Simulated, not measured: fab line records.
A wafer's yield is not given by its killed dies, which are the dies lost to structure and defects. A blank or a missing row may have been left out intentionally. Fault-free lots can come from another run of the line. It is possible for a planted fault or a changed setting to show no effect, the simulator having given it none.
fab line records -- flow nand-harc
record lots=5, wafers=15, last-day=24
route steps=1159 shown P_M1@295 P_M2@318 END@1159
lots that met no fault: taken from a fault-free run of the same line
start-h: start of the lot's first displayed wafer, in hours after the record's first day -- wait-h: how many hours have passed since the lot's step before this one -- " identical to the entry in the row above -- L1.1+2: a single row standing in for several wafers -- - no value, or no start given -- * or withheld: withheld -- < > ~ a bound
route shown NAME@n: NAME is a module with steps in the file, n the number in the route of the first one -- usual: average and standard deviation across the fault-free wafers -- same: alike in all rows -- chamber/n: place in a boat -- sites: each site's reading -- _std_site: how widely they spread, as a standard deviation -- _edge_site: the outer-site mean with the inner-site mean subtracted -- radius-mm: how far each site lies from the wafer's centre -- mask NAME#n: copy n -- behind: the most recent tool/chamber to have shaped the wafer -- hold: what put the lot on hold/how long, in hours/how the hold closed -- device: transistor that didn't switch, given as n, p or np -- end of line: tests run on the same wafers once the route is complete -- a step without rows: its recipe alone -- killed: count of dies lost to structure and defects at first sort (not the wafer's yield) -- map: dies across one wafer; x = killed, . = not, _ = none there
set.NAME: setting as actually run; set.NAME@STEP: the setting as run at that earlier step -- model.NAME: the simulator's own value behind a step, which no gauge read
lots at selected steps of the route; one table per step, one row per wafer
services: when a tool's chamber went out of use (start-h, in hours from the record's first day, below 0 if earlier), for how many hours, and the reason
## steps
# step NHARC_P_M1_CD_MEAS_09
# recipe target-cd-nm=130, landing-energy-ev=500
# usual cd-nm=129.6/0.67
lot.wafer,tool,chamber,start-h,wait-h,cd-nm
L317.2,cd-sem-01,0,128.91,-,130.1
L317.3,cd-sem-01,0,128.91,-,131.1
L317.5,cd-sem-01,0,128.91,-,131.1
L325.2,cd-sem-01,0,185.43,-,129.3
L325.3,cd-sem-01,0,185.43,-,129.8
L325.4,cd-sem-01,0,185.43,-,129.5
L326.1,cd-sem-01,0,198.90,-,128.7
L326.4,cd-sem-01,0,198.90,-,129.5
L326.6,cd-sem-01,0,198.90,-,129.5
L333.2,cd-sem-01,0,221.67,-,129.9
L333.5,cd-sem-01,0,221.67,-,129.6
L333.6,cd-sem-01,0,221.67,-,129.7
L338.2,cd-sem-01,0,252.24,-,130.2
L338.5,cd-sem-01,0,252.24,-,130.1
L338.6,cd-sem-01,0,252.24,-,129.2
# step NHARC_P_M1_OVL_MEAS_10
# recipe pitch-nm=260
# usual overlay-x-nm=0.1/0.79, overlay-y-nm=-0.1/0.68
lot.wafer,tool,chamber,start-h,wait-h,overlay-x-nm,overlay-y-nm
L317.2,overlay-02,-,129.00,-,1.5,-0.2
L317.3,overlay-02,-,129.00,-,1.2,-0.5
L317.5,overlay-02,-,129.00,-,0.7,-0.2
L325.2,overlay-01,-,185.52,-,-0.2,0.0
L325.3,overlay-01,-,185.52,-,-0.1,-0.3
L325.4,overlay-01,-,185.52,-,-0.6,-0.1
L326.1,overlay-02,-,198.99,-,0.2,-1.3
L326.4,overlay-02,-,198.99,-,0.4,-1.4
L326.6,overlay-02,-,198.99,-,0.5,-1.2
L333.2,overlay-01,-,221.76,-,1.5,1.4
L333.5,overlay-01,-,221.76,-,2.2,1.3
L333.6,overlay-01,-,221.76,-,1.6,1.2
L338.2,overlay-02,-,252.32,-,-0.5,0.3
L338.5,overlay-02,-,252.32,-,0.2,0.1
L338.6,overlay-02,-,252.32,-,0.0,0.6
# step NHARC_P_M1_INSPECT_11
# usual raw-defect-count=4.1/2.4
lot.wafer,tool,chamber,start-h,wait-h,raw-defect-count
L317.2,defect-inspect-01,-,129.03,0.0,2
L317.3,defect-inspect-01,-,129.03,0.0,7
L317.5,defect-inspect-01,-,129.03,0.0,2
L325.2,defect-inspect-01,-,185.56,0.0,3
L325.3,defect-inspect-01,-,185.56,0.0,5
L325.4,defect-inspect-01,-,185.56,0.0,1
L326.1,defect-inspect-01,-,199.03,0.0,3
L326.4,defect-inspect-01,-,199.03,0.0,4
L326.6,defect-inspect-01,-,199.03,0.0,1
L333.2,defect-inspect-02,-,221.80,0.0,5
L333.5,defect-inspect-02,-,221.80,0.0,6
L333.6,defect-inspect-02,-,221.80,0.0,3
L338.2,defect-inspect-02,-,252.38,0.1,9
L338.5,defect-inspect-02,-,252.38,0.1,5
L338.6,defect-inspect-02,-,252.38,0.1,5
# step NHARC_P_M1_DESCUM_14
# recipe time-s=3, o2-flow-sccm=200, ar-flow-sccm=0, bias-power-w=0, chemistry=O2
# step NHARC_P_M1_ETCH_35
# recipe target-depth-a=400, overetch-a=120, time-s=43.94, ion-energy-ev=200, n2-flow-sccm=150, h2-flow-sccm=150, ar-flow-sccm=0, rf-w=400, bias-w=150, chemistry=N2/H2
# step NHARC_P_M1_ETCH_15
# recipe target-depth-a=1825, time-s=91.2, c4f8-flow-sccm=withheld, ar-flow-sccm=400, rf-w=600, bias-w=300, chemistry=C4F8/Ar
# usual bias-w=300.1/0.85, oes-product-au=0.953/0.021, rf-vpp-V=442.2/2.3
lot.wafer,tool,chamber,start-h,wait-h,bias-w,oes-product-au,rf-hours-counter-h,rf-vpp-V
L317.3,rie-diel-06,0,-,-,301.1,0.957,4,443.6
L317.2,rie-diel-06,1,-,-,299.9,0.968,5,438.9
L317.5,rie-diel-06,2,-,-,299.7,0.963,-,445.5
L325.2,rie-diel-01,1,-,-,301.4,0.944,3,441.1
L325.4,rie-diel-01,3,-,-,301.7,0.940,3,440.9
L325.3,rie-diel-01,0,-,-,300.5,0.942,3,446.4
L326.4,rie-diel-01,1,-,-,300.8,0.938,4,440.6
L326.1,rie-diel-01,2,-,-,300.8,0.973,3,440.9
L326.6,rie-diel-01,0,-,-,298.5,0.952,-,445.9
L333.2,rie-diel-06,1,-,-,299.9,0.920,9,439.9
L333.5,rie-diel-06,3,-,-,300.0,0.948,-,440.3
L333.6,rie-diel-06,0,-,-,299.4,0.911,-,443.0
L338.2,rie-diel-12,1,-,-,299.4,0.979,1,437.1
L338.6,rie-diel-12,1,-,-,301.7,0.982,-,439.5
L338.5,rie-diel-12,2,-,-,301.3,0.943,-,442.4
# step NHARC_P_M1_CD_MEAS_16
# usual cd-nm=129.6/0.97
lot.wafer,tool,chamber,start-h,wait-h,cd-nm
L317.2,cd-sem-02,-,129.40,-,130.9
L317.3,cd-sem-02,-,129.40,-,131.3
L317.5,cd-sem-02,-,129.40,-,132.2
L325.2,cd-sem-03,-,186.04,-,129.3
L325.3,cd-sem-03,-,186.04,-,131.2
L325.4,cd-sem-03,-,186.04,-,129.3
L326.1,cd-sem-02,-,199.40,-,128.3
L326.4,cd-sem-02,-,199.40,-,129.8
L326.6,cd-sem-02,-,199.40,-,129.9
L333.2,cd-sem-01,-,222.16,-,129.4
L333.5,cd-sem-01,-,222.16,-,129.0
L333.6,cd-sem-01,-,222.16,-,129.0
L338.2,cd-sem-02,-,252.74,-,129.4
L338.5,cd-sem-02,-,252.74,-,130.0
L338.6,cd-sem-02,-,252.74,-,128.8
# step NHARC_P_M1_STRIP_18
# recipe power-w=1000, n2-flow-sccm=150, h2-flow-sccm=150, ar-flow-sccm=0, bias-w=0, chemistry=N2/H2
# usual drypump-motor-current-A=5.7/0.36, h2-flow-sccm=150.0/0.48, n2-flow-sccm=150.0/0.5, oes-product-au=1.001/0.014, rf-vpp-V=90.9/0.9, showerhead-plenum-p-Torr=2.08/0.073, throttle-valve-pct=14.172/0.0096
# same bias-w=0
lot.wafer,tool,chamber,start-h,wait-h,drypump-motor-current-A,h2-flow-sccm,n2-flow-sccm,oes-product-au,rf-hours-counter-h,rf-vpp-V,showerhead-plenum-p-Torr,throttle-valve-pct
L317.3,rie-diel-12,0,129.51,0.1,6.4,149.6,149.3,1.011,3,91.0,2.19,14.184
L317.2,rie-diel-12,2,129.51,0.1,5.4,149.2,150.0,0.983,3,91.4,2.04,14.175
L317.5,rie-diel-12,0,129.51,0.1,6.4,150.3,149.5,1.010,-,93.1,2.19,14.166
L325.3,rie-diel-12,0,186.11,0.1,6.4,150.5,149.9,0.996,4,91.8,2.19,14.159
L325.4,rie-diel-12,1,186.11,0.1,6.1,150.5,149.3,1.009,3,92.2,1.97,14.177
L325.2,rie-diel-12,3,186.11,0.1,5.4,150.6,149.0,0.986,3,92.9,2.16,14.192
L326.1,rie-diel-12,3,199.50,0.1,5.4,150.2,150.2,0.998,4,92.4,2.16,14.175
L326.4,rie-diel-12,0,199.50,0.1,6.4,149.4,149.3,0.998,4,90.7,2.19,14.175
L326.6,rie-diel-12,2,199.50,0.1,5.4,150.1,151.0,0.976,-,91.1,2.04,14.171
L333.2,rie-diel-06,1,222.26,0.1,5.6,150.2,149.4,0.995,9,89.9,2.00,14.165
L333.6,rie-diel-06,0,222.26,0.1,5.5,150.8,150.6,0.982,-,91.8,2.09,14.174
L333.5,rie-diel-06,1,222.26,0.1,5.7,150.1,150.4,1.000,-,88.2,2.00,14.176
L338.2,rie-diel-06,3,252.84,0.1,5.7,150.5,150.2,1.035,1,92.0,2.03,14.173
L338.5,rie-diel-06,2,252.84,0.1,5.2,150.0,149.7,1.010,-,91.8,2.14,14.161
L338.6,rie-diel-06,3,252.84,0.1,5.7,150.0,150.2,1.041,-,92.6,2.03,14.175
# step NHARC_P_M1_ETCH_28
# recipe target-depth-a=300, over-etch-frac=0.3, time-s=72.99, ion-energy-ev=150, cf4-flow-sccm=50, n2-flow-sccm=100, ar-flow-sccm=150, rf-w=300, bias-w=100, chemistry=CF4/N2
# step NHARC_P_M1_STRIP_19
# recipe time-s=600, temp-c=30, chemistry=post-etch-residue-remover
# step NHARC_P_M1_DEGAS_29
# recipe temp-c=250, time-s=60
# step NHARC_P_M1_PRE_CLEAN_30
# recipe time-s=30, temp-c=280, gas=H2/He
# step NHARC_P_M1_PVD_20
# recipe target-thk-a=50, bias-v=168.6, power-w=15000, chamber-pressure-pa=0.12, time-s=8.06, substrate-temp-c=50, material=TaN
# usual throttle-valve-pct=29.9/1.2
lot.wafer,tool,chamber,start-h,wait-h,throttle-valve-pct
L317.2,pvd-sputter-03,-,130.32,-,30.5
L317.3,pvd-sputter-03,-,130.32,-,29.3
L317.5,pvd-sputter-03,-,130.32,-,28.7
L325.4,pvd-sputter-01,-,186.91,-,29.9
L325.2,pvd-sputter-01,-,186.91,-,27.4
L325.3,pvd-sputter-01,-,186.91,-,30.3
L326.4,pvd-sputter-03,-,200.24,-,29.3
L326.1,pvd-sputter-03,-,200.24,-,28.8
L326.6,pvd-sputter-03,-,200.24,-,31.4
L333.2,pvd-sputter-01,-,222.98,-,29.5
L333.5,pvd-sputter-01,-,222.98,-,29.7
L333.6,pvd-sputter-01,-,222.98,-,27.0
L338.2,pvd-sputter-01,-,253.56,-,30.3
L338.5,pvd-sputter-01,-,253.56,-,30.5
L338.6,pvd-sputter-01,-,253.56,-,29.8
# step NHARC_P_M1_PVD_21
# recipe target-thk-a=300, chamber-pressure-pa=5, power-w=5000, substrate-temp-c=30, time-s=20.49, material=Cu
# usual throttle-valve-pct=29.9/1.2
lot.wafer,tool,chamber,start-h,wait-h,throttle-valve-pct
L317.3,pvd-sputter-03,-,-,-,31.8
L317.2,pvd-sputter-03,-,-,-,29.5
L317.5,pvd-sputter-03,-,-,-,31.5
L325.2,pvd-sputter-01,-,-,-,30.3
L325.4,pvd-sputter-01,-,-,-,29.9
L325.3,pvd-sputter-01,-,-,-,27.2
L326.1,pvd-sputter-03,-,-,-,31.6
L326.4,pvd-sputter-03,-,-,-,30.1
L326.6,pvd-sputter-03,-,-,-,31.1
L333.2,pvd-sputter-01,-,-,-,30.6
L333.6,pvd-sputter-01,-,-,-,30.5
L333.5,pvd-sputter-01,-,-,-,29.9
L338.2,pvd-sputter-01,-,-,-,27.3
L338.6,pvd-sputter-01,-,-,-,30.6
L338.5,pvd-sputter-01,-,-,-,30.3
# step NHARC_P_M1_ECD_22
# recipe target-thk-a=4000, bath-temp-c=25, material=Cu
# step NHARC_P_M1_ANNEAL_31
# recipe temp-c=225, time-s=90
# step NHARC_P_M1_CMP_23
# recipe t-overpolish-s=20, target-thk-nm=157.82
# step NHARC_P_M1_THK_MEAS_24
# recipe thk-meas-gauge=xrf
# usual thk-nm=157.4/1.8
lot.wafer,tool,chamber,start-h,wait-h,thk-nm
L317.2,film-metro-02,-,131.58,-,159.1
L317.3,film-metro-02,-,131.58,-,158.4
L317.5,film-metro-02,-,131.58,-,158.0
L325.2,film-metro-01,-,188.19,-,158.0
L325.3,film-metro-01,-,188.19,-,160.0
L325.4,film-metro-01,-,188.19,-,155.7
L326.1,film-metro-02,-,201.52,-,160.4
L326.4,film-metro-02,-,201.52,-,155.7
L326.6,film-metro-02,-,201.52,-,157.5
L333.2,film-metro-02,-,224.27,-,156.3
L333.5,film-metro-02,-,224.27,-,160.8
L333.6,film-metro-02,-,224.27,-,159.5
L338.2,film-metro-01,-,254.85,-,156.6
L338.5,film-metro-01,-,254.85,-,157.1
L338.6,film-metro-01,-,254.85,-,157.4
# step NHARC_P_M1_SRD_25
# step NHARC_P_M1_PRE_CLEAN_32
# recipe time-s=12, temp-c=370, rf-power-w=300, gas=NH3
# step NHARC_P_M1_DEP_33
# recipe target-thk-a=300, temp-c=370, target-thk-nm=30, pressure-torr=3, flow-sccm=200, rf-w=450, material=SiCN
# step NHARC_P_M2_DEP_00
# recipe target-thk-a=1825, target-thk-nm=182.5, temp-c=withheld, pressure-torr=5, flow-sccm=200, rf-w=600, material=SiOC
# step NHARC_P_M2_DEHYDRATE_01
# recipe temp-c=150, time-s=120
# step NHARC_P_M2_HMDS_02
# recipe time-s=30
# step NHARC_P_M2_COAT_34
# recipe temp-c=200, time-s=65
# step NHARC_P_M2_COAT_03
# recipe spin-rpm=1500, resist-thk-nm=90
# step NHARC_P_M2_SOFTBAKE_04
# recipe temp-c=105, time-s=55
# step NHARC_P_M2_EBR_05
# step NHARC_P_M2_EXPOSE_06
# recipe na=1.35, target-cd-nm=170, dose-mj=80.78, mask-id=P_M2
# step NHARC_P_M2_PEB_07
# recipe peb-temp-c=100, peb-time-s=65
# step NHARC_P_M2_DEVELOP_08
# recipe develop-time-s=35, dev-temp-c=23
# step NHARC_P_M2_CD_MEAS_09
# recipe target-cd-nm=170, landing-energy-ev=500
# usual cd-nm=169.8/0.77
lot.wafer,tool,chamber,start-h,wait-h,cd-nm
L317.2,cd-sem-01,0,133.13,-,171.0
L317.3,cd-sem-01,0,133.13,-,171.2
L317.5,cd-sem-01,0,133.13,-,171.0
L325.2,cd-sem-01,0,189.67,-,170.3
L325.3,cd-sem-01,0,189.67,-,169.5
L325.4,cd-sem-01,0,189.67,-,169.9
L326.1,cd-sem-02,0,202.98,-,169.7
L326.4,cd-sem-02,0,202.98,-,171.0
L326.6,cd-sem-02,0,202.98,-,170.4
L333.2,cd-sem-03,0,225.82,-,169.7
L333.5,cd-sem-03,0,225.82,-,169.5
L333.6,cd-sem-03,0,225.82,-,170.0
L338.2,cd-sem-03,0,256.40,-,168.9
L338.5,cd-sem-03,0,256.40,-,169.7
L338.6,cd-sem-03,0,256.40,-,169.9
# step NHARC_P_M2_OVL_MEAS_10
# recipe pitch-nm=340
# usual overlay-x-nm=0.1/1.1, overlay-y-nm=-0.2/0.82
lot.wafer,tool,chamber,start-h,wait-h,overlay-x-nm,overlay-y-nm
L317.2,overlay-01,-,133.22,-,0.6,0.4
L317.3,overlay-01,-,133.22,-,0.7,0.0
L317.5,overlay-01,-,133.22,-,0.4,0.2
L325.2,overlay-01,-,189.76,-,-0.3,0.0
L325.3,overlay-01,-,189.76,-,-0.3,-0.1
L325.4,overlay-01,-,189.76,-,-0.2,-0.1
L326.1,overlay-02,-,203.07,-,-0.2,-1.5
L326.4,overlay-02,-,203.07,-,-0.4,-0.9
L326.6,overlay-02,-,203.07,-,-0.5,-1.0
L333.2,overlay-02,-,225.91,-,0.4,0.8
L333.5,overlay-02,-,225.91,-,0.5,0.8
L333.6,overlay-02,-,225.91,-,0.8,0.8
L338.2,overlay-02,-,256.49,-,0.0,-0.7
L338.5,overlay-02,-,256.49,-,0.5,-0.5
L338.6,overlay-02,-,256.49,-,0.3,-0.8
# step NHARC_P_M2_DESCUM_14
# recipe time-s=3, o2-flow-sccm=200, ar-flow-sccm=0, bias-power-w=0, chemistry=O2
# usual drypump-motor-current-A=5.6/0.33, oes-product-au=1.004/0.0099, rf-vpp-V=57.8/0.89, showerhead-plenum-p-Torr=1.90/0.078, throttle-valve-pct=11.311/0.0081
lot.wafer,tool,chamber,start-h,wait-h,drypump-motor-current-A,oes-product-au,rf-hours-counter-h,rf-vpp-V,showerhead-plenum-p-Torr,throttle-valve-pct
L317.2,rie-diel-10,3,133.31,0.1,5.4,0.988,5,57.6,2.00,11.300
L317.3,rie-diel-10,1,133.31,0.1,5.2,1.006,5,58.1,1.83,11.315
L317.5,rie-diel-10,3,133.31,0.1,5.5,1.000,-,58.3,2.00,11.300
L325.2,rie-diel-10,1,189.85,0.1,5.2,0.989,0,56.5,1.83,11.301
L325.3,rie-diel-10,2,189.85,0.1,5.5,1.001,0,57.3,1.79,11.316
L325.4,rie-diel-10,3,189.85,0.1,5.5,1.007,0,58.9,2.00,11.316
L326.4,rie-diel-10,0,203.17,0.1,5.9,0.998,0,57.8,1.93,11.309
L326.1,rie-diel-10,2,203.17,0.1,5.6,1.001,0,58.1,1.79,11.305
L326.6,rie-diel-10,0,203.17,0.1,5.9,0.990,-,58.7,1.93,11.304
L333.2,rie-diel-10,1,226.03,0.1,5.2,1.000,2,57.9,1.83,11.309
L333.5,rie-diel-10,2,226.03,0.1,5.6,1.000,-,58.0,1.79,11.300
L333.6,rie-diel-10,3,226.03,0.1,5.4,1.014,-,57.7,2.00,11.310
L338.2,rie-diel-05,3,256.60,0.1,5.4,1.003,15,57.6,1.90,11.309
L338.6,rie-diel-05,1,256.60,0.1,5.2,0.991,-,57.9,1.96,11.296
L338.5,rie-diel-05,2,256.60,0.1,6.4,1.005,-,57.5,1.82,11.316
# step NHARC_P_M2_ETCH_35
# recipe target-depth-a=400, overetch-a=120, time-s=43.94, ion-energy-ev=200, n2-flow-sccm=150, h2-flow-sccm=150, ar-flow-sccm=0, rf-w=400, bias-w=150, chemistry=N2/H2
# step NHARC_P_M2_ETCH_15
# recipe target-depth-a=1825, time-s=91.2, c4f8-flow-sccm=withheld, ar-flow-sccm=400, rf-w=600, bias-w=300, chemistry=C4F8/Ar
# step NHARC_P_M2_CD_MEAS_16
# usual cd-nm=169.8/0.99
lot.wafer,tool,chamber,start-h,wait-h,cd-nm
L317.2,cd-sem-02,-,133.62,-,170.7
L317.3,cd-sem-02,-,133.62,-,171.6
L317.5,cd-sem-02,-,133.62,-,171.5
L325.2,cd-sem-01,-,190.16,-,170.1
L325.3,cd-sem-01,-,190.16,-,169.3
L325.4,cd-sem-01,-,190.16,-,169.8
L326.1,cd-sem-02,-,203.47,-,168.9
L326.4,cd-sem-02,-,203.47,-,170.5
L326.6,cd-sem-02,-,203.47,-,169.4
L333.2,cd-sem-03,-,226.31,-,170.5
L333.5,cd-sem-03,-,226.31,-,169.6
L333.6,cd-sem-03,-,226.31,-,170.2
L338.2,cd-sem-01,-,256.89,-,167.9
L338.5,cd-sem-01,-,256.89,-,170.4
L338.6,cd-sem-01,-,256.89,-,167.6
# step NHARC_P_M2_STRIP_18
# recipe power-w=1000, n2-flow-sccm=150, h2-flow-sccm=150, ar-flow-sccm=0, bias-w=0, chemistry=N2/H2
# usual drypump-motor-current-A=5.6/0.36, h2-flow-sccm=150.0/0.45, n2-flow-sccm=150.0/0.47, oes-product-au=1.004/0.011, rf-vpp-V=90.6/0.93, showerhead-plenum-p-Torr=2.02/0.083, throttle-valve-pct=14.170/0.0089
# same bias-w=0
lot.wafer,tool,chamber,start-h,wait-h,drypump-motor-current-A,h2-flow-sccm,n2-flow-sccm,oes-product-au,rf-hours-counter-h,rf-vpp-V,showerhead-plenum-p-Torr,throttle-valve-pct
L317.3,rie-diel-10,3,133.69,0.1,5.4,150.2,149.4,1.006,5,91.2,2.14,14.173
L317.2,rie-diel-10,0,133.69,0.1,5.9,149.6,150.2,1.021,4,91.3,2.05,14.156
L317.5,rie-diel-10,0,133.69,0.1,5.9,149.8,149.5,1.019,-,89.4,2.06,14.156
L325.2,rie-diel-10,1,190.26,0.1,5.2,149.4,149.5,0.988,0,91.5,1.95,14.170
L325.4,rie-diel-10,2,190.26,0.1,5.6,151.1,149.8,0.989,0,89.1,1.90,14.176
L325.3,rie-diel-10,3,190.26,0.1,5.4,151.3,150.4,1.009,0,90.9,2.14,14.183
L326.1,rie-diel-10,2,203.55,0.1,5.5,149.4,150.5,1.009,0,88.8,1.90,14.168
L326.4,rie-diel-10,0,203.55,0.1,5.9,149.1,149.7,0.988,1,91.4,2.05,14.170
L326.6,rie-diel-10,2,203.55,0.1,5.5,149.4,150.0,0.994,-,91.9,1.90,14.170
L333.2,rie-diel-10,0,226.38,0.1,5.9,149.6,149.7,1.006,2,90.8,2.05,14.166
L333.6,rie-diel-10,0,226.38,0.1,5.9,149.9,149.8,1.006,-,90.4,2.05,14.174
L333.5,rie-diel-10,1,226.38,0.1,5.2,150.6,150.5,1.007,-,90.1,1.95,14.182
L338.2,rie-diel-10,3,256.99,0.1,5.4,150.7,150.4,1.006,3,91.9,2.14,14.169
L338.6,rie-diel-10,2,256.99,0.1,5.6,150.8,149.7,0.997,-,91.1,1.90,14.159
L338.5,rie-diel-10,3,256.99,0.1,5.4,149.5,150.1,1.017,-,90.2,2.14,14.173
# step NHARC_P_M2_ETCH_28
# recipe target-depth-a=300, over-etch-frac=0.3, time-s=72.99, ion-energy-ev=150, cf4-flow-sccm=50, n2-flow-sccm=100, ar-flow-sccm=150, rf-w=300, bias-w=100, chemistry=CF4/N2
# step NHARC_END_SORT_01
# recipe temp-c=25
# usual defect-limited-yield=95.2/1.6, killed-at-array=29/11, killed-at-other=0.5/0.89, killed-at-periphery=3.3/2, killed-dies=32/11, killed-open=3.1/1.9, killed-short=2.3/1.6, sort_bin_2_pct=1.5/0.71, sort_bin_3_pct=0.30/0.22, sort_bin_4_pct=3.0/1.1, sort-n-pass=645/11, sort-rim-yield-pct=97.3/1.8, sort-yield-pct=95.2/1.6
# same gross-dies=677, sort_bin_5_pct[%]=0, sort_bin_6_pct[%]=0, sort_bin_7_pct[%]=0, sort_bin_8_pct[%]=0, sort-rim-n-gross=106.00
lot.wafer,tool,chamber,start-h,wait-h,defect-limited-yield[%],killed-at-array,killed-at-other,killed-at-periphery,killed-dies,killed-open,killed-short,sort_bin_2_pct[%],sort_bin_3_pct[%],sort_bin_4_pct[%],sort-n-pass,sort-rim-yield-pct[%],sort-yield-pct[%]
L325.2,prober-01,0,502.40,2.8,97.3,15,0,3,18,2,2,1.0,0,1.6,659,96.2,97.3
L325.3,prober-01,0,503.19,3.1,97.5,11,1,5,17,2,1,1.2,0.15,1.2,660,97.2,97.5
L325.4,prober-01,0,503.99,3.4,97.5,9,2,6,17,4,2,0.6,0,1.9,660,96.2,97.5
L326.4,prober-02,0,513.47,3.4,89.5,23,0,48,71,8,1,4.7,2.07,3.7,606,87.7,89.5
# killed by level:class
L325.2 A_CONTACT:chamber-film-flake=4 A_STAIRCASE:chamber-film-flake=3 P_STI:chamber-film-flake=2 A_CHANNEL_HOLE_D1:chamber-film-flake=2 A_WL_FILL:chamber-film-flake=2 A_ONON_D1:geometric-particle:short=1 A_CHANNEL_FILL_D1:geometric-particle:short=1 A_CONTACT:geometric-particle:open=1
L325.3 P_M2:chamber-film-flake=3 A_CHANNEL_HOLE_D1:chamber-film-flake=3 A_STAIRCASE:chamber-film-flake=3 A_WL_FILL:chamber-film-flake=2 P_GATE:geometric-particle:open=1 A_CONTACT:geometric-particle:open=1 A_M0:geometric-particle:short=1 P_STI:chamber-film-flake=1
L325.4 P_M2:chamber-film-flake=4 A_CONTACT:geometric-particle:open=2 A_CHANNEL_HOLE_D1:chamber-film-flake=2 THIN_TSV:chamber-film-flake=2 P_GATE:geometric-particle:open=1 A_ONON_D1:geometric-particle:open=1 A_SGD_CUT:geometric-particle:short=1 A_WL_FILL:geometric-particle:short=1
L326.4 P_M1:unspecified=42 A_CHANNEL_HOLE_D1:chamber-film-flake=12 P_M0:geometric-particle:open=4 A_STAIRCASE:chamber-film-flake=3 A_WL_FILL:chamber-film-flake=2 P_M0:geometric-particle:short=1 A_CHANNEL_FILL_D1:geometric-particle:open=1 A_WL_FILL:geometric-particle:open=1
# map L326.4 (x killed, . not)
____________.____________
_________......._________
_______..........._______
______..x..........______
_____..............._____
____.................____
____.................____
___......x..........x.___
___...x...............___
__.....................__
__.....................__
_.....x....x............_
_..................xxxxx_
_..................x..xx_
_...................xxxx_
_....................xxx_
....................xxxxx
.....................xxxx
....................xxxxx
x........x..........xxxxx
....................x.xxx
_....................xxx_
_.x....................x_
_............x.x..x....._
_.x.........xxx........._
_..............x........_
__.........xx..........__
__x.........x..........__
___.....x...xx.x.x....___
___......x.........x..___
____.................____
____.................____
_____.....x........._____
______.............______
_______..........._______
_________......._________
____________.____________
# map L317.2 (x killed, . not)
____________.____________
_________......._________
_______..........._______
______.............______
_____..............._____
____.x.......x.....x.____
____........x........____
___.........x..x......___
___............x......___
__...........x.x.......__
__.........xxx..x......__
_............xx....x...._
_..............x...x...._
_......................._
_......................._
_......................._
.........................
.........................
.........................
.......................x.
................x........
_......................._
_......................._
_............x.........._
_......................._
_.....xx.xx............._
__.........x...........__
__...............x.....__
___....x..............___
___.......x...x.......___
____....x............____
____...xx............____
_____x.x..x........._____
______.............______
_______..........._______
_________......._________
____________.____________
## services
tool,chamber,start-h,hours,kind
rie-diel-10,0,106.61,-,clean
rie-diel-10,1,106.61,-,clean
rie-diel-10,2,106.61,-,clean
rie-diel-10,3,106.61,-,clean
rie-diel-10,0,114.16,16.0,repair
rie-diel-05,-,114.85,0.5,repair
rie-diel-12,1,122.14,21.0,repair
rie-diel-05,3,126.77,6.1,repair
rie-diel-01,2,128.26,7.2,repair
rie-diel-10,0,131.11,-,clean
rie-diel-10,1,131.11,-,clean
rie-diel-01,-,138.09,9.0,pm
rie-diel-12,-,138.51,0.4,repair
pvd-sputter-01,-,158.00,10.0,pm
rie-diel-01,2,160.90,5.5,repair
rie-diel-05,-,163.79,9.0,pm
rie-diel-01,2,170.71,1.5,repair
rie-diel-10,-,176.61,9.0,pm
rie-diel-05,-,195.55,0.5,repair
rie-diel-12,-,202.42,9.0,pm
rie-diel-06,-,212.17,0.3,repair
rie-diel-01,1,231.47,15.1,repair
rie-diel-05,1,233.10,2.4,repair
rie-diel-06,-,241.20,9.0,pm
## key
first-sign step=NHARC_END_SORT_01, reading=killed-at-periphery, direction=up, sigmas=22, usual=3.3, struck=48
effect step=NHARC_END_SORT_01, reading=defect-limited-yield, direction=down, sigmas=3.5, usual=95.2, struck=89.5
more-kills-born-at NHARC_P_M1_PVD_20@pvd-sputter-03=42
met-at NHARC_P_M1_PVD_20
struck-wafers L326.4
onset-between 130.32 200.24
fault kind=chamber-particle-source, tool=pvd-sputter-03, chamber=-, onset-h=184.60, steps=NHARC_P_M1_PVD_20, rate-per-visit-cm2=0.44875, end-h=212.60, scope=struck-wafers-only
